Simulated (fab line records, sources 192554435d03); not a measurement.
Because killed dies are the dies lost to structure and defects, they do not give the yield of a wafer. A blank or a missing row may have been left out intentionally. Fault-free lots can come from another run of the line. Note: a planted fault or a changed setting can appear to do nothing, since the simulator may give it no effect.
Chamber matching	flow n5 finfet	4 sister chambers for N5_HKMG_FIN_DESCUM_17 on rie diel-03
The step chemistry O2, time 7.9 s. 7 wafers are shown with their chamber, then 6 later ones without.

WAFERS WITH THEIR CHAMBER
wafer	chamber	drypump motor current A (A)	showerhead plenum p Torr (Torr)
L088.2	3	6.0	2.09
L088.4	2	5.6	2.13
L093.3	3	6.0	2.09
L093.4	1	6.1	2.14
L095.2	1	6.2	2.13
L095.3	2	5.6	2.13
L095.4	0	5.5	2.21

WAFERS WHOSE CHAMBER IS MISSING
wafer	drypump motor current A (A)	showerhead plenum p Torr (Torr)
L097.2	6.0	2.08
L097.4	5.6	2.13
L097.5	6.1	2.13
L096.1	5.6	2.13
L096.2	5.9	2.08
L096.4	5.5	2.21

WHICH CHAMBER EACH WENT THROUGH
wafer	from the rows above	in truth
L097.2	3	3
L097.4	2	2
L097.5	1	1
L096.1	2	2
L096.2	3	3
L096.4	0	0
Correct placement for 6 of the 6. Number that these rows cannot place: 0. Wrongly placed: 0.
How it was worked out, from the rows above alone: a wafer's distance from a chamber is the root of the sum, over the readings, of the square of ((its reading less the chamber's mean) divided by the reading's scatter). The wafer belongs to the nearest chamber; if the next one is less than 2 further off, it can't be placed. The mean given for a chamber averages the wafers shown for that chamber. The scatter is the square root of a quotient: the sum, over the shown wafers, of each reading's squared deviation from its chamber's mean, divided by wafers minus chambers.
